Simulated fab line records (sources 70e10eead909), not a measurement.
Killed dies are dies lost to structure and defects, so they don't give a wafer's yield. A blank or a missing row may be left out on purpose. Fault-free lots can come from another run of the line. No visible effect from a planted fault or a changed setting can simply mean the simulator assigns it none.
Which of the tools did it? || flow nand-harc || 12 lots, 36 wafers sampled, at 5 steps of a route of 1159

WHAT THE GAUGES READ, wafer by wafer
NHARC_END_SORT_01. Usual: killed-at-array 27, standard deviation 11; killed-at-other 0.7, standard deviation 1.1; killed-at-periphery 3.6, standard deviation 2.4; killed-dies 32, standard deviation 11; killed-open 3.3, standard deviation 1.8; killed-short 2.1, standard deviation 1.5.
{"lot": "L579", "measured": "day 22 13:46", "on": "prober-01", "killed-at-array": "443 29 34", "killed-at-other": "0 0 1", "killed-at-periphery": "3 2 2", "killed-dies": "446 31 37", "killed-open": "2 5 7", "killed-short": "3 1 3", "flag": "OFF"}
{"lot": "L581", "measured": "day 23 07:19", "on": "prober-02", "killed-at-array": "373 32 48", "killed-at-other": "2 0 0", "killed-at-periphery": "5 3 1", "killed-dies": "380 35 49", "killed-open": "2 2 5", "killed-short": "0 0 5", "flag": "OFF"}

WHAT TOOL EACH LOT RAN ON (gives the tool, then ch and the chambers of the sampled wafers, and finally the start)
{"lot": "L570", "NHARC_A_CHANNEL_HOLE_D1_ETCH_22": "har-etch-02 ch 0,1, day 9 06:27", "NHARC_A_CHANNEL_HOLE_D1_STRIP_27": "rie-diel-09 ch 0,2,3, day 10 10:30 or earlier", "NHARC_A_CHANNEL_FILL_D1_ALD_15": "ald-sin-batch-01 ch 0, day 10 10:30 or earlier", "NHARC_A_CHANNEL_FILL_D1_ETCHBACK_20": "rie-diel-10 ch 2,3, day 10 10:30"}
{"lot": "L571", "NHARC_A_CHANNEL_HOLE_D1_ETCH_22": "har-etch-01 ch 0,1, day 9 13:25", "NHARC_A_CHANNEL_HOLE_D1_STRIP_27": "rie-diel-06 ch 1,3, day 10 18:35 or earlier", "NHARC_A_CHANNEL_FILL_D1_ALD_15": "ald-sin-batch-03 ch 0, day 10 18:35 or earlier", "NHARC_A_CHANNEL_FILL_D1_ETCHBACK_20": "rie-diel-10 ch 0,1,3, day 10 18:35"}
{"lot": "L572", "NHARC_A_CHANNEL_HOLE_D1_ETCH_22": "har-etch-01 ch 0,1, day 10 02:22", "NHARC_A_CHANNEL_HOLE_D1_STRIP_27": "rie-diel-09 ch 1,2,3, day 11 11:22 or earlier", "NHARC_A_CHANNEL_FILL_D1_ALD_15": "ald-sin-batch-01 ch 0, day 11 11:22 or earlier", "NHARC_A_CHANNEL_FILL_D1_ETCHBACK_20": "rie-diel-02 ch 0,2,3, day 11 11:22"}
{"lot": "L574", "NHARC_A_CHANNEL_HOLE_D1_ETCH_22": "har-etch-02 ch 0,1, day 10 08:15", "NHARC_A_CHANNEL_HOLE_D1_STRIP_27": "rie-diel-06 ch 0,2,3, day 11 11:22 or earlier", "NHARC_A_CHANNEL_FILL_D1_ALD_15": "ald-sin-batch-01 ch 0, day 11 11:22 or earlier", "NHARC_A_CHANNEL_FILL_D1_ETCHBACK_20": "rie-diel-10 ch 1,3, day 11 11:22"}
{"lot": "L575", "NHARC_A_CHANNEL_HOLE_D1_ETCH_22": "har-etch-01 ch 0,1, day 10 10:53", "NHARC_A_CHANNEL_HOLE_D1_STRIP_27": "rie-diel-09 ch 0,2,3, day 11 19:11 or earlier", "NHARC_A_CHANNEL_FILL_D1_ALD_15": "ald-sin-batch-01 ch 0, day 11 19:11 or earlier", "NHARC_A_CHANNEL_FILL_D1_ETCHBACK_20": "rie-diel-10 ch 2,3, day 11 19:11"}
{"lot": "L576", "NHARC_A_CHANNEL_HOLE_D1_ETCH_22": "har-etch-02 ch 0,1, day 10 20:33", "NHARC_A_CHANNEL_HOLE_D1_STRIP_27": "rie-diel-12 ch 0,2,3, day 12 02:14 or earlier", "NHARC_A_CHANNEL_FILL_D1_ALD_15": "ald-sin-batch-03 ch 0, day 12 02:14 or earlier", "NHARC_A_CHANNEL_FILL_D1_ETCHBACK_20": "rie-diel-10 ch 0,1,2, day 12 02:14"}
{"lot": "L577", "NHARC_A_CHANNEL_HOLE_D1_ETCH_22": "har-etch-01 ch 0,1, day 10 21:40", "NHARC_A_CHANNEL_HOLE_D1_STRIP_27": "rie-diel-09 ch 0,1,2, day 12 02:15 or earlier", "NHARC_A_CHANNEL_FILL_D1_ALD_15": "ald-sin-batch-03 ch 0, day 12 02:15 or earlier", "NHARC_A_CHANNEL_FILL_D1_ETCHBACK_20": "rie-diel-02 ch 1,2,3, day 12 02:15"}
{"lot": "L578", "NHARC_A_CHANNEL_HOLE_D1_ETCH_22": "har-etch-02 ch 0,1, day 11 11:31", "NHARC_A_CHANNEL_HOLE_D1_STRIP_27": "rie-diel-06 ch 0,1,3, day 12 20:26 or earlier", "NHARC_A_CHANNEL_FILL_D1_ALD_15": "ald-sin-batch-01 ch 0, day 12 20:26 or earlier", "NHARC_A_CHANNEL_FILL_D1_ETCHBACK_20": "rie-diel-02 ch 0,1,2, day 12 20:26"}
{"lot": "L579", "NHARC_A_CHANNEL_HOLE_D1_ETCH_22": "har-etch-01 ch 1, day 11 12:39", "NHARC_A_CHANNEL_HOLE_D1_STRIP_27": "rie-diel-12 ch 1,2,3, day 12 20:25 or earlier", "NHARC_A_CHANNEL_FILL_D1_ALD_15": "ald-sin-batch-01 ch 0, day 12 20:25 or earlier", "NHARC_A_CHANNEL_FILL_D1_ETCHBACK_20": "rie-diel-10 ch 0,1,3, day 12 20:25"}
{"lot": "L581", "NHARC_A_CHANNEL_HOLE_D1_ETCH_22": "har-etch-01 ch 0,1, day 12 13:56", "NHARC_A_CHANNEL_HOLE_D1_STRIP_27": "rie-diel-06 ch 0,1,2, day 13 04:35 or earlier", "NHARC_A_CHANNEL_FILL_D1_ALD_15": "ald-sin-batch-03 ch 0, day 13 04:35", "NHARC_A_CHANNEL_FILL_D1_ETCHBACK_20": "rie-diel-10 ch 0,1,3, day 13 18:47"}
{"lot": "L587", "NHARC_A_CHANNEL_HOLE_D1_ETCH_22": "har-etch-02 ch 0,1, day 14 00:43", "NHARC_A_CHANNEL_HOLE_D1_STRIP_27": "rie-diel-12 ch 0,1, day 15 04:28 or earlier", "NHARC_A_CHANNEL_FILL_D1_ALD_15": "ald-sin-batch-02 ch 0, day 15 04:28 or earlier", "NHARC_A_CHANNEL_FILL_D1_ETCHBACK_20": "rie-diel-02 ch 0,1,3, day 15 04:28"}
{"lot": "L588", "NHARC_A_CHANNEL_HOLE_D1_ETCH_22": "har-etch-02 ch 0,1, day 14 05:04", "NHARC_A_CHANNEL_HOLE_D1_STRIP_27": "rie-diel-06 ch 0,3, day 15 11:49 or earlier", "NHARC_A_CHANNEL_FILL_D1_ALD_15": "ald-sin-batch-01 ch 0, day 15 11:49 or earlier", "NHARC_A_CHANNEL_FILL_D1_ETCHBACK_20": "rie-diel-02 ch 0,1, day 15 11:49"}
- NHARC_A_CHANNEL_HOLE_D1_ETCH_22: etches the open film in C4F8/O2/Ar, time 666.7 s, target depth 1600 nm.
- NHARC_A_CHANNEL_HOLE_D1_STRIP_27: strips in O2.
- NHARC_A_CHANNEL_FILL_D1_ALD_15: deposits SiNx, target thk 2 nm, pulse time 60 s, ald cycles 19.
- NHARC_A_CHANNEL_FILL_D1_ETCHBACK_20: etches the open film in C4F8/O2/Ar, target depth 27 nm, time 13.5 s.

AS READ BY THE TOOLS THEMSELVES (means over the sampled wafers that have a number; for cases with no such wafer, the mark the record gives instead)
NHARC_A_CHANNEL_HOLE_D1_ETCH_22. Usual: drypump-motor-current-A 5.4 A, standard deviation 0.36; showerhead-plenum-p-Torr 3.76 Torr, standard deviation 0.092; throttle-valve-pct 32.154 %, standard deviation 0.0088.
{"lot": "L570", "tool": "har-etch-02", "drypump-motor-current-A (A)": 5.1, "showerhead-plenum-p-Torr (Torr)": 3.79, "throttle-valve-pct (%)": 32.149, "flag": ""}
{"lot": "L571", "tool": "har-etch-01", "drypump-motor-current-A (A)": 5.8, "showerhead-plenum-p-Torr (Torr)": 3.77, "throttle-valve-pct (%)": 32.156, "flag": ""}
{"lot": "L572", "tool": "har-etch-01", "drypump-motor-current-A (A)": 5.8, "showerhead-plenum-p-Torr (Torr)": 3.79, "throttle-valve-pct (%)": 32.150, "flag": ""}
{"lot": "L574", "tool": "har-etch-02", "drypump-motor-current-A (A)": 5.1, "showerhead-plenum-p-Torr (Torr)": 3.79, "throttle-valve-pct (%)": 32.156, "flag": ""}
{"lot": "L575", "tool": "har-etch-01", "drypump-motor-current-A (A)": 5.7, "showerhead-plenum-p-Torr (Torr)": 3.79, "throttle-valve-pct (%)": 32.155, "flag": ""}
{"lot": "L576", "tool": "har-etch-02", "drypump-motor-current-A (A)": 5.1, "showerhead-plenum-p-Torr (Torr)": 3.78, "throttle-valve-pct (%)": 32.160, "flag": ""}
{"lot": "L577", "tool": "har-etch-01", "drypump-motor-current-A (A)": 5.8, "showerhead-plenum-p-Torr (Torr)": 3.79, "throttle-valve-pct (%)": 32.158, "flag": ""}
{"lot": "L578", "tool": "har-etch-02", "drypump-motor-current-A (A)": 5.2, "showerhead-plenum-p-Torr (Torr)": 3.71, "throttle-valve-pct (%)": 32.148, "flag": ""}
{"lot": "L579", "tool": "har-etch-01", "drypump-motor-current-A (A)": 5.7, "showerhead-plenum-p-Torr (Torr)": 3.80, "throttle-valve-pct (%)": 32.156, "flag": ""}
{"lot": "L581", "tool": "har-etch-01", "drypump-motor-current-A (A)": 5.8, "showerhead-plenum-p-Torr (Torr)": 3.75, "throttle-valve-pct (%)": 32.140, "flag": ""}
{"lot": "L587", "tool": "har-etch-02", "drypump-motor-current-A (A)": 5.1, "showerhead-plenum-p-Torr (Torr)": 3.76, "throttle-valve-pct (%)": 32.149, "flag": ""}
{"lot": "L588", "tool": "har-etch-02", "drypump-motor-current-A (A)": 5.2, "showerhead-plenum-p-Torr (Torr)": 3.69, "throttle-valve-pct (%)": 32.154, "flag": ""}

NHARC_A_CHANNEL_HOLE_D1_STRIP_27. Usual: drypump-motor-current-A 5.7 A, standard deviation 0.51; oes-product-au 1.004 a.u., standard deviation 0.013; rf-vpp-V 57.8 V, standard deviation 0.87; showerhead-plenum-p-Torr 3.53 Torr, standard deviation 0.12; throttle-valve-pct 17.036 %, standard deviation 0.0095.
{"lot": "L570", "tool": "rie-diel-09", "drypump-motor-current-A (A)": 5.9, "oes-product-au (a.u.)": 0.998, "rf-vpp-V (V)": 58.4, "showerhead-plenum-p-Torr (Torr)": 3.51, "throttle-valve-pct (%)": 17.033, "flag": ""}
{"lot": "L571", "tool": "rie-diel-06", "drypump-motor-current-A (A)": 5.5, "oes-product-au (a.u.)": 0.991, "rf-vpp-V (V)": 57.3, "showerhead-plenum-p-Torr (Torr)": 3.44, "throttle-valve-pct (%)": 17.029, "flag": ""}
{"lot": "L572", "tool": "rie-diel-09", "drypump-motor-current-A (A)": 6.0, "oes-product-au (a.u.)": 0.988, "rf-vpp-V (V)": 58.3, "showerhead-plenum-p-Torr (Torr)": 3.59, "throttle-valve-pct (%)": 17.038, "flag": ""}
{"lot": "L574", "tool": "rie-diel-06", "drypump-motor-current-A (A)": 5.4, "oes-product-au (a.u.)": 1.003, "rf-vpp-V (V)": 57.0, "showerhead-plenum-p-Torr (Torr)": 3.53, "throttle-valve-pct (%)": 17.028, "flag": ""}
{"lot": "L575", "tool": "rie-diel-09", "drypump-motor-current-A (A)": 5.9, "oes-product-au (a.u.)": 1.000, "rf-vpp-V (V)": 57.7, "showerhead-plenum-p-Torr (Torr)": 3.51, "throttle-valve-pct (%)": 17.037, "flag": ""}
{"lot": "L576", "tool": "rie-diel-12", "drypump-motor-current-A (A)": 5.7, "oes-product-au (a.u.)": 1.010, "rf-vpp-V (V)": 58.0, "showerhead-plenum-p-Torr (Torr)": 3.53, "throttle-valve-pct (%)": 17.043, "flag": ""}
{"lot": "L577", "tool": "rie-diel-09", "drypump-motor-current-A (A)": 5.9, "oes-product-au (a.u.)": 1.007, "rf-vpp-V (V)": 57.5, "showerhead-plenum-p-Torr (Torr)": 3.46, "throttle-valve-pct (%)": 17.040, "flag": ""}
{"lot": "L578", "tool": "rie-diel-06", "drypump-motor-current-A (A)": 5.3, "oes-product-au (a.u.)": 1.009, "rf-vpp-V (V)": 56.6, "showerhead-plenum-p-Torr (Torr)": 3.52, "throttle-valve-pct (%)": 17.041, "flag": ""}
{"lot": "L579", "tool": "rie-diel-12", "drypump-motor-current-A (A)": 5.9, "oes-product-au (a.u.)": 1.004, "rf-vpp-V (V)": 58.3, "showerhead-plenum-p-Torr (Torr)": 3.54, "throttle-valve-pct (%)": 17.033, "flag": ""}
{"lot": "L581", "tool": "rie-diel-06", "drypump-motor-current-A (A)": 5.6, "oes-product-au (a.u.)": 1.009, "rf-vpp-V (V)": 57.7, "showerhead-plenum-p-Torr (Torr)": 3.44, "throttle-valve-pct (%)": 17.033, "flag": ""}
{"lot": "L587", "tool": "rie-diel-12", "drypump-motor-current-A (A)": 6.3, "oes-product-au (a.u.)": 1.012, "rf-vpp-V (V)": 57.6, "showerhead-plenum-p-Torr (Torr)": 3.64, "throttle-valve-pct (%)": 17.032, "flag": ""}
{"lot": "L588", "tool": "rie-diel-06", "drypump-motor-current-A (A)": 5.1, "oes-product-au (a.u.)": 1.005, "rf-vpp-V (V)": 57.0, "showerhead-plenum-p-Torr (Torr)": 3.61, "throttle-valve-pct (%)": 17.041, "flag": ""}

NHARC_A_CHANNEL_FILL_D1_ALD_15. Usual: precursor-pulse-height-rel 1.000, standard deviation 0.019.
{"lot": "L570", "tool": "ald-sin-batch-01", "precursor-pulse-height-rel": 0.997, "flag": ""}
{"lot": "L571", "tool": "ald-sin-batch-03", "precursor-pulse-height-rel": 0.993, "flag": ""}
{"lot": "L572", "tool": "ald-sin-batch-01", "precursor-pulse-height-rel": 1.017, "flag": ""}
{"lot": "L574", "tool": "ald-sin-batch-01", "precursor-pulse-height-rel": 0.988, "flag": ""}
{"lot": "L575", "tool": "ald-sin-batch-01", "precursor-pulse-height-rel": 1.012, "flag": ""}
{"lot": "L576", "tool": "ald-sin-batch-03", "precursor-pulse-height-rel": 0.998, "flag": ""}
{"lot": "L577", "tool": "ald-sin-batch-03", "precursor-pulse-height-rel": 1.011, "flag": ""}
{"lot": "L578", "tool": "ald-sin-batch-01", "precursor-pulse-height-rel": 1.007, "flag": ""}
{"lot": "L579", "tool": "ald-sin-batch-01", "precursor-pulse-height-rel": 0.994, "flag": ""}
{"lot": "L581", "tool": "ald-sin-batch-03", "precursor-pulse-height-rel": 0.997, "flag": ""}
{"lot": "L587", "tool": "ald-sin-batch-02", "precursor-pulse-height-rel": 1.000, "flag": ""}
{"lot": "L588", "tool": "ald-sin-batch-01", "precursor-pulse-height-rel": 1.005, "flag": ""}

NHARC_A_CHANNEL_FILL_D1_ETCHBACK_20. Usual: oes-product-au 0.95 a.u., standard deviation 0.036; rf-vpp-V 979 V, standard deviation 6.5.
{"lot": "L570", "tool": "rie-diel-10", "oes-product-au (a.u.)": 1.00, "rf-vpp-V (V)": 979, "flag": ""}
{"lot": "L571", "tool": "rie-diel-10", "oes-product-au (a.u.)": 0.92, "rf-vpp-V (V)": 980, "flag": ""}
{"lot": "L572", "tool": "rie-diel-02", "oes-product-au (a.u.)": 0.91, "rf-vpp-V (V)": 983, "flag": ""}
{"lot": "L574", "tool": "rie-diel-10", "oes-product-au (a.u.)": 0.98, "rf-vpp-V (V)": 983, "flag": ""}
{"lot": "L575", "tool": "rie-diel-10", "oes-product-au (a.u.)": 0.92, "rf-vpp-V (V)": 978, "flag": ""}
{"lot": "L576", "tool": "rie-diel-10", "oes-product-au (a.u.)": 0.99, "rf-vpp-V (V)": 975, "flag": ""}
{"lot": "L577", "tool": "rie-diel-02", "oes-product-au (a.u.)": 0.92, "rf-vpp-V (V)": 977, "flag": ""}
{"lot": "L578", "tool": "rie-diel-02", "oes-product-au (a.u.)": 0.99, "rf-vpp-V (V)": 979, "flag": ""}
{"lot": "L579", "tool": "rie-diel-10", "oes-product-au (a.u.)": 0.89, "rf-vpp-V (V)": 980, "flag": ""}
{"lot": "L581", "tool": "rie-diel-10", "oes-product-au (a.u.)": 0.84, "rf-vpp-V (V)": 980, "flag": "OFF"}
{"lot": "L587", "tool": "rie-diel-02", "oes-product-au (a.u.)": 0.99, "rf-vpp-V (V)": 981, "flag": ""}
{"lot": "L588", "tool": "rie-diel-02", "oes-product-au (a.u.)": 0.98, "rf-vpp-V (V)": 982, "flag": ""}

THE ANSWER, worked out from the rows above alone
Rule: take the mean of a lot's wafers that have a number; if it is more than 3 standard deviations from the usual mean, the lot is off. A lot without any number at a reading at which 4 lots or more have one is off too. Any other lot the step has rows for is counted as sound. First the gauges in route order, then the tools' own readings, where a lot's mean is used as printed above. The first step at which some lot is off is used, and at that step the reading that is off furthest; a lot without a number counts as furthest.
Off: L579, L581 (NHARC_END_SORT_01, killed-at-array). Neither off nor sound, because the step has no rows for them: L570, L571, L572, L574, L575, L576, L577, L578, L587, L588.
A tool fits if, at a process step before that reading, it ran every lot that is off, and no sound lot after the first of them. Gauges at NHARC_END_SORT_01: tried the same way as those tools. With no start given for some of its lots, NHARC_A_CHANNEL_HOLE_D1_STRIP_27 uses the hours and lot order of NHARC_A_CHANNEL_FILL_D1_ETCHBACK_20. With no start given for some of its lots, NHARC_A_CHANNEL_FILL_D1_ALD_15 uses the hours and lot order of NHARC_A_CHANNEL_FILL_D1_ETCHBACK_20. 2 tools fit, har-etch-01 at NHARC_A_CHANNEL_HOLE_D1_ETCH_22 and rie-diel-10 at NHARC_A_CHANNEL_FILL_D1_ETCHBACK_20, so this cannot tell which one it is.

WHAT HAD BEEN PUT IN BY THE SIMULATOR
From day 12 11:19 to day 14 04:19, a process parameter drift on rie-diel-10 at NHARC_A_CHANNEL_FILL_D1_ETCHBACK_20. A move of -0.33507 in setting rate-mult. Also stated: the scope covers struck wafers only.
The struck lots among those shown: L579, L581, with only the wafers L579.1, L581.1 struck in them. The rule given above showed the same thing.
